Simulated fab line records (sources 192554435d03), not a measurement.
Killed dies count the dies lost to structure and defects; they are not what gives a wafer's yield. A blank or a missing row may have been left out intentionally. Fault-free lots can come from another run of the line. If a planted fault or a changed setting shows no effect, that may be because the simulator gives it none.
fab line records	flow n5_finfet	part 1 of 2: steps 1 to 4 of 6
record: lots: 20	wafers: 60	last_day: 19
route steps=1938 shown MOL_CONTACT_COAG@574 BEOL_M0_SAQP@649
lots untouched by any fault: they come from a run of this same line in which no faults occurred
start_h: hours from the record's opening day to when the first of the lot's shown wafers began	wait_h: hours from the lot's prior step to this one	" unchanged from the row above	L1.1+2: several wafers, shown together as one row	- value missing, or start not given	* or withheld: withheld	< > ~ a bound
route shown NAME@n: names a module that has steps shown in the file, with the first one's number in the route	usual: mean and standard deviation over wafers with no fault	same: alike in all rows	chamber/n: place in a boat	sites: per-site readings	_std_site: the standard deviation of these	_edge_site: outer sites' mean less inner sites'	radius_mm: how far each site lies from the wafer's centre	mask NAME#n: copy n	behind: the most recent tool/chamber to have shaped the wafer	hold: reason for holding the lot/hours on hold/outcome of the hold	device: the n, p or np transistor that did not switch	end of line: tests of these same wafers at the route's end	for a step that has no rows: nothing shown but its recipe	killed: at the first sort, the dies lost to defects and structure; wafer yield is something else	map: a wafer's dies, x killed, . not, _ none there
set.NAME: the setting as run; set.NAME@STEP: as run at that earlier step	model.NAME: the simulator's own value behind a step, which no gauge read
steps of the route over a sample of lots; a table a step, a row a wafer
services: from which hour (start_h, from the record's first day; less than 0 if before it) a tool's chamber was out of use, for how many hours, and why
== steps ==
step: N5_MOL_CONTACT_COAG_OVL_MEAS_85
recipe: points_per_wafer: 522
usual: VG_OVL: -0.2/0.74
lot.wafer	tool	chamber	start_h	wait_h	VG_OVL[nm]
L075.1	overlay-01	0	115.31	0.0	0.4
L075.2	"	0	"	"	0.3
L075.6	"	0	"	"	0.2
L074.1	overlay-01	0	115.83	0.0	1.0
L074.4	"	0	"	"	-0.7
L074.6	"	0	"	"	-1.0
L076.3	overlay-01	0	116.80	0.0	-1.2
L076.4	"	0	"	"	-1.3
L076.6	"	0	"	"	0.2
L078.2	overlay-01	0	119.55	0.0	1.8
L078.3	"	0	"	"	1.6
L078.6	"	0	"	"	1.5
L077.4	overlay-02	0	125.99	0.0	-0.8
L077.5	"	0	"	"	0.5
L077.6	"	0	"	"	-0.6
L080.2	overlay-01	0	136.01	0.0	-1.2
L080.4	"	0	"	"	-1.1
L080.5	"	0	"	"	-0.2
L079.1	overlay-02	0	137.48	0.0	0.9
L079.4	"	0	"	"	-0.5
L079.6	"	0	"	"	0.4
L082.1	overlay-01	0	148.64	0.0	0.0
L082.3	"	0	"	"	0.0
L082.4	"	0	"	"	0.0
L083.2	overlay-01	0	151.89	0.0	-1.2
L083.3	"	0	"	"	-1.0
L083.6	"	0	"	"	-0.1
L084.1	overlay-01	0	157.79	0.0	-0.4
L084.3	"	0	"	"	-0.7
L084.4	"	0	"	"	-0.8
L085.1	overlay-01	0	166.70	0.0	-0.1
L085.4	"	0	"	"	-0.3
L085.6	"	0	"	"	0.9
L086.2	overlay-02	0	172.87	0.0	-0.5
L086.4	"	0	"	"	-0.5
L086.5	"	0	"	"	-0.5
L087.1	overlay-01	0	175.93	0.0	-0.4
L087.2	"	0	"	"	-0.7
L087.5	"	0	"	"	-0.7
L089.2	overlay-02	0	192.54	0.0	-0.5
L089.3	"	0	"	"	0.8
L089.5	"	0	"	"	0.7
L090.2	overlay-02	0	198.38	0.0	-0.3
L090.4	"	0	"	"	0.3
L090.6	"	0	"	"	-0.8
L091.2	overlay-01	0	198.78	0.0	-1.1
L091.5	"	0	"	"	-0.3
L091.6	"	0	"	"	-0.3
L092.1	overlay-01	0	206.53	0.0	0.4
L092.2	"	0	"	"	0.3
L092.4	"	0	"	"	0.5
L093.2	overlay-01	0	214.09	0.0	-0.3
L093.4	"	0	"	"	-0.1
L093.6	"	0	"	"	-0.8
L096.2	overlay-02	0	233.37	0.0	0.4
L096.5	"	0	"	"	0.4
L096.6	"	0	"	"	-0.3
L097.1	overlay-02	0	236.53	0.0	0.5
L097.5	"	0	"	"	-0.6
L097.6	"	0	"	"	-0.2
step: N5_MOL_CONTACT_COAG_VIA_ETCH_46
recipe: chemistry: C4F6/O2	target_depth_a: 460	overetch_a: 92	mask_material: SOC	target: SiO2	bias_w: 455	pressure_mtorr: 10	time_s: 40	source_w: 325	Ar_flow_sccm: 300	C4F6_flow_sccm: 10	O2_flow_sccm: 10	ion_energy_ev: 575.3	ends: end_point
usual: C4F6_flow_sccm: 10.001/0.029	bias_w: 455.0/1.3	drypump_motor_current_A: 5.9/0.48	oes_product_au: 0.72/0.067	rf_vpp_V: 1573/27	showerhead_plenum_p_Torr: 2.83/0.099	throttle_valve_pct: 40.8/0.44
lot.wafer	tool	chamber	start_h	wait_h	C4F6_flow_sccm	bias_w	drypump_motor_current_A	oes_product_au	rf_hours_counter_h	rf_vpp_V	showerhead_plenum_p_Torr	throttle_valve_pct
L075.1	rie_diel-05	1	116.29	0.0	9.993	458.2	6.2	0.60	251	1578	2.80	40.6
L075.2	"	3	"	"	10.000	453.6	5.5	0.60	265	1578	2.81	40.7
L075.6	"	3	"	"	10.019	454.9	5.6	0.60	-	1578	2.81	40.7
L074.1	rie_diel-05	3	116.74	0.0	10.016	454.2	5.6	0.60	265	1577	2.81	40.7
L074.4	"	0	"	"	9.984	454.6	5.4	0.80	-	1556	2.92	41.3
L074.6	"	3	"	"	10.001	454.9	5.5	0.60	-	1576	2.81	40.7
L076.3	rie_diel-03	3	117.40	0.0	10.017	455.3	5.6	0.63	213	1626	2.93	41.5
L076.4	"	0	"	"	10.036	454.0	6.0	0.77	49	1582	2.78	41.2
L076.6	"	1	"	"	10.026	455.8	6.5	0.82	-	1553	2.90	40.5
L078.2	rie_diel-01	3	120.11	0.0	10.036	455.5	5.1	0.68	143	1574	2.61	40.0
L078.3	"	1	"	"	10.020	454.7	6.5	0.77	29	1550	2.78	40.5
L078.6	"	3	"	"	10.007	455.2	5.1	0.69	-	1573	2.61	40.0
L077.4	rie_diel-01	1	126.53	0.0	10.010	456.6	6.5	0.76	32	1549	2.78	40.6
L077.5	"	1	"	"	9.991	455.2	6.4	0.77	-	1550	2.78	40.6
L077.6	"	0	"	"	10.022	453.6	6.2	0.71	-	1539	2.74	41.0
L080.2	rie_diel-03	3	136.74	0.0	10.049	453.7	5.6	0.61	221	1626	2.93	41.6
L080.4	"	1	"	"	10.002	456.3	6.5	0.80	28	1553	2.89	40.4
L080.5	"	3	"	"	9.990	452.5	5.6	0.62	-	1625	2.93	41.6
L079.1	rie_diel-05	0	138.04	0.0	10.020	454.3	5.4	0.77	41	1553	2.92	41.3
L079.4	"	0	"	"	10.020	455.6	5.4	0.77	-	1554	2.92	41.3
L079.6	"	1	"	"	10.016	454.7	6.2	0.88	-	1579	2.79	40.4
L082.1	rie_diel-01	0	149.33	0.0	10.011	456.4	6.2	0.69	134	1540	2.73	41.0
L082.3	"	3	"	"	9.995	453.9	5.1	0.68	153	1574	2.60	40.0
L082.4	"	1	"	"	9.983	456.1	6.4	0.75	39	1550	2.78	40.5
L083.2	rie_diel-05	1	152.82	0.0	9.993	456.1	6.1	0.84	8	1578	2.79	40.4
L083.3	"	0	"	"	9.985	455.2	5.4	0.77	47	1555	2.92	41.3
L083.6	"	2	"	"	9.996	457.1	5.6	0.68	-	1588	2.93	40.6
L084.1	rie_diel-05	0	158.41	0.0	9.978	454.4	5.4	0.76	51	1555	2.91	41.3
L084.3	"	2	"	"	9.960	453.3	5.6	0.67	185	1588	2.93	40.6
L084.4	"	2	"	"	9.983	454.7	5.6	0.68	-	1589	2.93	40.6
L085.1	rie_diel-01	0	167.29	0.0	9.997	457.2	6.2	0.69	140	1539	2.73	41.0
L085.4	"	2	"	"	10.048	456.6	5.4	0.64	201	1623	2.93	40.7
L085.6	"	1	"	"	9.990	457.3	6.5	0.75	-	1550	2.78	40.6
L086.2	rie_diel-03	3	173.61	0.0	9.972	454.9	5.6	0.63	233	1627	2.92	41.6
L086.4	"	0	"	"	9.964	455.0	6.0	0.76	70	1581	2.77	41.2
L086.5	"	0	"	"	9.936	453.5	6.0	0.74	-	1582	2.77	41.2
L087.1	rie_diel-05	3	176.50	0.0	9.989	453.6	5.6	0.85	4	1578	2.81	40.6
L087.2	"	2	"	"	10.000	452.7	5.6	0.66	192	1587	2.93	40.6
L087.5	"	1	"	"	9.967	454.0	6.2	0.83	-	1577	2.79	40.5
L089.2	rie_diel-01	1	193.09	0.0	10.008	454.5	6.4	0.74	55	1549	2.77	40.6
L089.3	"	3	"	"	10.032	456.5	5.2	0.67	167	1573	2.60	40.0
L089.5	"	0	"	"	9.946	453.5	6.2	0.68	-	1538	2.73	41.1
L090.2	rie_diel-03	1	198.94	0.0	10.009	455.3	6.5	0.76	50	1552	2.88	40.5
L090.4	"	0	"	"	9.983	454.2	6.0	0.73	78	1582	2.76	41.2
L090.6	"	0	"	"	9.997	454.0	6.0	0.74	-	1581	2.76	41.2
L091.2	rie_diel-03	0	199.40	0.0	9.978	453.2	6.0	0.73	78	1581	2.76	41.2
L091.5	"	0	"	"	9.973	455.7	6.0	0.74	-	1582	2.76	41.2
L091.6	"	1	"	"	9.973	454.3	6.5	0.77	-	1552	2.88	40.5
L092.1	rie_diel-03	2	207.51	0.0	10.023	456.4	6.8	0.74	66	1539	2.90	41.2
L092.2	"	0	"	"	9.937	455.4	6.0	0.72	80	1582	2.76	41.2
L092.4	"	3	"	"	9.991	454.9	5.6	0.62	244	1625	2.92	41.6
L093.2	rie_diel-03	2	214.74	0.0	10.021	456.1	6.7	0.73	69	1540	2.89	41.2
L093.4	"	1	"	"	9.956	453.6	6.5	0.75	53	1551	2.88	40.5
L093.6	"	3	"	"	10.006	457.9	5.6	0.62	-	1626	2.92	41.6
L096.2	rie_diel-05	3	233.92	0.0	10.033	452.2	5.5	0.80	21	1576	2.80	40.6
L096.5	"	3	"	"	9.994	453.9	5.5	0.81	-	1577	2.80	40.6
L096.6	"	0	"	"	9.993	458.3	5.4	0.75	-	1552	2.90	41.3
L097.1	rie_diel-01	3	237.09	0.0	9.976	454.8	5.1	0.66	182	1572	2.59	40.0
L097.5	"	1	"	"	10.012	456.2	6.5	0.72	-	1548	2.77	40.6
L097.6	"	0	"	"	9.997	453.6	6.2	0.69	-	1536	2.72	41.1
step: N5_MOL_CONTACT_COAG_DESCUM_45
recipe: chemistry: O2	time_s: 7	source_power_w: 50	bias_power_w: 20	pressure_mtorr: 20	rf_frequency_hz: 2.712e+07	temp_c: 40	resist: CAR-EUV	o2_flow_sccm: 225
usual: drypump_motor_current_A: 5.8/0.47	oes_product_au: 0.81/0.082	rf_vpp_V: 242.9/1.3	showerhead_plenum_p_Torr: 2.08/0.073	temp_c: 40.00/0.11	throttle_valve_pct: 20.37/0.26
lot.wafer	tool	chamber	start_h	wait_h	drypump_motor_current_A	oes_product_au	rf_hours_counter_h	rf_vpp_V	showerhead_plenum_p_Torr	temp_c	throttle_valve_pct
L075.1	rie_diel-01	1	117.47	0.0	6.4	0.89	29	241.6	2.06	40.06	20.07
L075.2	"	3	"	"	5.1	0.77	142	240.4	1.92	39.97	20.19
L075.6	"	0	"	"	6.2	0.80	-	242.5	2.02	40.07	20.54
L074.1	rie_diel-05	3	117.67	0.0	5.5	0.66	265	241.0	2.06	39.97	20.39
L074.4	"	3	"	"	5.5	0.66	-	242.1	2.06	40.11	20.41
L074.6	"	0	"	"	5.4	0.89	-	243.1	2.11	40.13	20.12
L076.3	rie_diel-05	3	118.36	0.0	5.5	0.67	265	242.3	2.06	39.93	20.41
L076.4	"	2	"	"	5.6	0.76	-	243.5	2.19	40.00	20.56
L076.6	"	0	"	"	5.4	0.88	-	245.1	2.11	40.01	20.13
L078.2	rie_diel-01	3	121.50	0.5	5.1	0.76	143	240.1	1.92	39.88	20.20
L078.3	"	0	"	"	6.2	0.79	124	242.3	2.02	39.87	20.55
L078.6	"	0	"	"	6.2	0.79	-	241.9	2.02	39.86	20.55
L077.4	rie_diel-03	0	127.44	0.0	6.0	0.86	53	241.2	2.02	40.07	20.35
L077.5	"	2	"	"	6.7	0.87	-	243.5	2.13	39.80	20.52
L077.6	"	1	"	"	6.5	0.88	-	244.3	2.14	40.00	20.17
L080.2	rie_diel-05	0	137.51	0.0	5.4	0.87	41	244.8	2.11	39.87	20.15
L080.4	"	1	"	"	6.2	1.01	-	242.7	2.05	40.01	20.16
L080.5	"	2	"	"	5.6	0.76	-	245.9	2.18	39.99	20.58
L079.1	rie_diel-03	0	138.94	0.0	6.0	0.87	57	242.3	2.02	40.01	20.35
L079.4	"	2	"	"	6.8	0.86	45	242.5	2.13	40.09	20.51
L079.6	"	0	"	"	6.0	0.87	-	242.7	2.02	40.13	20.35
L082.1	rie_diel-05	1	150.16	0.1	6.2	0.98	7	243.2	2.05	40.20	20.19
L082.3	"	2	"	"	5.6	0.75	181	243.6	2.18	40.15	20.58
L082.4	"	1	"	"	6.3	0.98	-	242.1	2.05	39.98	20.18
L083.2	rie_diel-03	3	153.72	0.0	5.6	0.70	227	243.4	2.16	39.98	20.99
L083.3	"	2	"	"	6.7	0.86	50	242.7	2.12	39.94	20.52
L083.6	"	0	"	"	6.0	0.84	-	240.3	2.02	40.01	20.37
L084.1	rie_diel-01	1	159.19	0.0	6.5	0.86	43	242.6	2.05	39.86	20.09
L084.3	"	2	"	"	5.4	0.71	198	244.5	2.15	39.87	20.43
L084.4	"	3	"	"	5.2	0.77	157	240.7	1.92	39.98	20.21
L085.1	rie_diel-05	1	168.08	0.0	6.2	0.96	15	243.4	2.05	39.91	20.20
L085.4	"	3	"	"	5.6	0.95	1	242.0	2.06	40.04	20.01
L085.6	"	3	"	"	5.6	0.96	-	242.0	2.06	40.03	20.02
L086.2	rie_diel-01	2	174.44	0.0	5.4	0.72	203	243.6	2.15	40.17	20.45
L086.4	"	3	"	"	5.2	0.76	162	240.7	1.92	40.08	20.22
L086.5	"	3	"	"	5.1	0.76	-	239.2	1.92	40.06	20.24
L087.1	rie_diel-05	0	177.28	0.0	5.4	0.85	56	244.7	2.10	39.96	20.17
L087.2	"	2	"	"	5.6	0.74	193	242.6	2.18	39.91	20.61
L087.5	"	1	"	"	6.2	0.95	-	242.2	2.05	39.92	20.19
L089.2	rie_diel-03	0	194.39	0.6	6.0	0.82	77	240.7	2.02	39.93	20.37
L089.3	"	1	"	"	6.4	0.83	48	243.0	2.13	40.14	20.20
L089.5	"	3	"	"	5.6	0.69	-	243.0	2.15	40.04	20.98
L090.2	rie_diel-05	0	199.72	0.0	5.3	0.83	63	243.0	2.10	40.12	20.17
L090.4	"	2	"	"	5.6	0.73	201	243.3	2.18	40.01	20.60
L090.6	"	0	"	"	5.3	0.83	-	242.4	2.10	40.17	20.18
L091.2	rie_diel-05	2	200.18	0.0	5.6	0.74	201	243.9	2.18	39.95	20.62
L091.5	"	0	"	"	5.4	0.84	-	244.2	2.10	39.93	20.19
L091.6	"	1	"	"	6.1	0.93	-	242.6	2.05	39.98	20.21
L092.1	rie_diel-01	3	208.41	0.0	5.1	0.74	171	241.1	1.91	40.03	20.23
L092.2	"	2	"	"	5.4	0.70	213	243.8	2.15	39.99	20.47
L092.4	"	0	"	"	6.2	0.77	153	242.1	2.01	40.05	20.58
L093.2	rie_diel-03	3	215.51	0.0	5.6	0.68	247	243.5	2.15	40.07	21.02
L093.4	"	1	"	"	6.5	0.83	53	242.7	2.13	40.04	20.22
L093.6	"	0	"	"	6.0	0.82	-	242.7	2.02	39.92	20.40
L096.2	rie_diel-01	3	234.83	0.0	5.1	0.74	181	239.3	1.91	39.92	20.24
L096.5	"	1	"	"	6.4	0.83	-	242.9	2.04	39.89	20.12
L096.6	"	2	"	"	5.4	0.69	-	243.3	2.14	40.34	20.45
L097.1	rie_diel-01	3	237.87	0.0	5.1	0.74	182	240.4	1.91	40.14	20.25
L097.5	"	3	"	"	5.1	0.73	-	241.4	1.91	39.73	20.23
L097.6	"	1	"	"	6.4	0.83	-	243.1	2.04	39.95	20.12
step: N5_MOL_CONTACT_COAG_ETCH_67
recipe: chemistry: N2/H2	target: SOC	target_depth_a: 600	overetch_a: 210	mask_material: SiARC	temp_c: 40	time_s: 101.2	ion_energy_ev: 200	pressure_mtorr: 30	source_w: 840	bias_w: 150	n2_flow_sccm: 200	h2_flow_sccm: 200
usual: bias_w: 150.0/0.42	drypump_motor_current_A: 6.0/0.51	oes_product_au: 0.68/0.06	rf_vpp_V: 523.9/2.5	showerhead_plenum_p_Torr: 2.54/0.083	temp_c: 40.01/0.11	throttle_valve_pct: 17.78/0.28
lot.wafer	tool	chamber	start_h	wait_h	bias_w	drypump_motor_current_A	oes_product_au	rf_hours_counter_h	rf_vpp_V	showerhead_plenum_p_Torr	temp_c	throttle_valve_pct
L075.1	rie_diel-05	3	117.82	0.0	149.7	5.5	0.56	265	524.6	2.49	40.10	17.75
L075.2	"	2	"	"	149.7	5.6	0.64	165	525.2	2.65	40.16	17.94
L075.6	"	3	"	"	149.7	5.5	0.56	-	524.3	2.49	40.07	17.76
L074.1	rie_diel-03	1	118.01	0.0	149.8	6.5	0.76	22	527.2	2.60	40.27	17.54
L074.4	"	3	"	"	150.2	5.6	0.59	213	524.8	2.63	39.86	18.33
L074.6	"	3	"	"	150.0	5.6	0.59	-	526.6	2.63	39.98	18.36
L076.3	rie_diel-05	3	118.89	0.0	150.4	5.6	0.56	266	521.3	2.49	40.14	17.75
L076.4	"	0	"	"	149.8	5.4	0.73	-	525.7	2.59	39.92	17.62
L076.6	"	3	"	"	151.0	5.6	0.56	-	522.9	2.49	40.08	17.74
L078.2	rie_diel-03	3	121.92	0.0	150.4	5.6	0.59	215	526.7	2.63	39.77	18.35
L078.3	"	2	"	"	150.0	6.7	0.72	39	525.3	2.59	39.86	17.80
L078.6	"	2	"	"	149.8	6.7	0.72	-	525.9	2.59	40.08	17.81
L077.4	rie_diel-03	2	127.78	0.0	149.9	6.7	0.72	41	524.1	2.59	40.09	17.82
L077.5	"	0	"	"	150.2	6.0	0.71	-	521.5	2.48	40.06	17.95
L077.6	"	1	"	"	149.9	6.4	0.75	-	524.8	2.60	40.04	17.55
L080.2	rie_diel-01	1	137.86	0.0	150.4	6.5	0.71	36	520.9	2.50	39.98	17.54
L080.4	"	2	"	"	149.7	5.4	0.61	190	525.9	2.63	40.02	17.92
L080.5	"	1	"	"	150.1	6.5	0.71	-	522.6	2.50	39.97	17.54
L079.1	rie_diel-03	3	139.39	0.0	150.0	5.6	0.59	222	526.3	2.62	40.05	18.37
L079.4	"	2	"	"	149.7	6.7	0.71	45	524.9	2.58	40.14	17.82
L079.6	"	2	"	"	149.6	6.7	0.72	-	524.2	2.59	40.15	17.82
L082.1	rie_diel-01	0	150.62	0.0	150.0	6.3	0.66	135	520.5	2.44	40.01	17.80
L082.3	"	1	"	"	149.5	6.5	0.71	40	521.7	2.50	40.13	17.57
L082.4	"	3	"	"	150.0	5.1	0.64	154	519.0	2.32	40.01	17.49
L083.2	rie_diel-03	2	154.15	0.0	148.8	6.7	0.71	50	525.0	2.58	40.04	17.83
L083.3	"	0	"	"	150.7	6.0	0.71	63	521.3	2.48	39.91	17.98
L083.6	"	1	"	"	149.8	6.5	0.73	-	526.7	2.59	40.20	17.55
L084.1	rie_diel-01	1	159.54	0.0	150.2	6.5	0.70	43	522.1	2.50	40.25	17.57
L084.3	"	2	"	"	150.2	5.4	0.60	198	527.6	2.63	39.92	17.92
L084.4	"	3	"	"	150.2	5.2	0.64	157	517.7	2.32	39.88	17.46
L085.1	rie_diel-03	1	168.43	0.0	149.9	6.5	0.72	40	524.5	2.59	39.97	17.57
L085.4	"	0	"	"	149.9	6.0	0.70	69	523.7	2.48	39.93	17.99
L085.6	"	1	"	"	149.5	6.5	0.72	-	525.6	2.59	39.94	17.57
L086.2	rie_diel-03	3	174.79	0.0	149.2	5.6	0.58	233	526.8	2.62	39.95	18.39
L086.4	"	2	"	"	149.8	6.7	0.71	56	525.7	2.58	39.98	17.84
L086.5	"	2	"	"	149.8	6.7	0.71	-	525.1	2.58	39.94	17.84
L087.1	rie_diel-03	0	178.11	0.0	150.0	6.0	0.69	71	521.4	2.47	40.07	17.98
L087.2	"	3	"	"	150.4	5.6	0.58	235	526.0	2.62	39.80	18.38
L087.5	"	2	"	"	151.0	6.7	0.70	-	525.5	2.58	39.95	17.83
L089.2	rie_diel-05	3	194.74	0.0	150.4	5.5	0.79	10	520.6	2.48	39.93	17.33
L089.3	"	2	"	"	149.9	5.6	0.62	199	526.6	2.64	40.05	18.00
L089.5	"	3	"	"	150.5	5.6	0.78	-	521.8	2.48	40.03	17.30
L090.2	rie_diel-01	0	200.06	0.0	150.8	6.2	0.64	150	519.4	2.43	39.92	17.81
L090.4	"	3	"	"	150.5	5.1	0.63	169	516.5	2.32	39.96	17.50
L090.6	"	0	"	"	150.0	6.2	0.65	-	520.8	2.43	40.02	17.83
L091.2	rie_diel-05	3	200.52	0.0	149.9	5.5	0.77	12	521.0	2.48	39.97	17.33
L091.5	"	0	"	"	149.7	5.4	0.69	-	525.6	2.57	39.96	17.67
L091.6	"	1	"	"	149.4	6.2	0.76	-	521.7	2.47	40.07	17.54
L092.1	rie_diel-01	3	208.76	0.0	150.1	5.1	0.63	171	517.7	2.31	40.16	17.50
L092.2	"	2	"	"	150.2	5.4	0.59	213	526.6	2.62	39.95	17.94
L092.4	"	1	"	"	150.4	6.4	0.68	59	522.5	2.49	40.14	17.59
L093.2	rie_diel-03	1	216.33	0.0	150.1	6.4	0.71	54	525.4	2.58	39.81	17.59
L093.4	"	3	"	"	150.5	5.6	0.57	247	526.1	2.61	40.01	18.41
L093.6	"	2	"	"	149.8	6.7	0.69	-	525.2	2.57	39.98	17.88
L096.2	rie_diel-05	3	235.50	0.0	149.2	5.6	0.76	21	521.0	2.48	39.98	17.31
L096.5	"	1	"	"	150.5	6.2	0.74	-	523.6	2.47	39.99	17.55
L096.6	"	3	"	"	150.5	5.6	0.75	-	523.3	2.48	40.15	17.33
L097.1	rie_diel-05	3	238.38	0.0	150.4	5.5	0.75	22	522.4	2.48	39.91	17.33
L097.5	"	2	"	"	149.9	5.6	0.61	-	527.9	2.63	40.07	18.01
L097.6	"	3	"	"	150.6	5.6	0.75	-	522.5	2.48	40.00	17.34
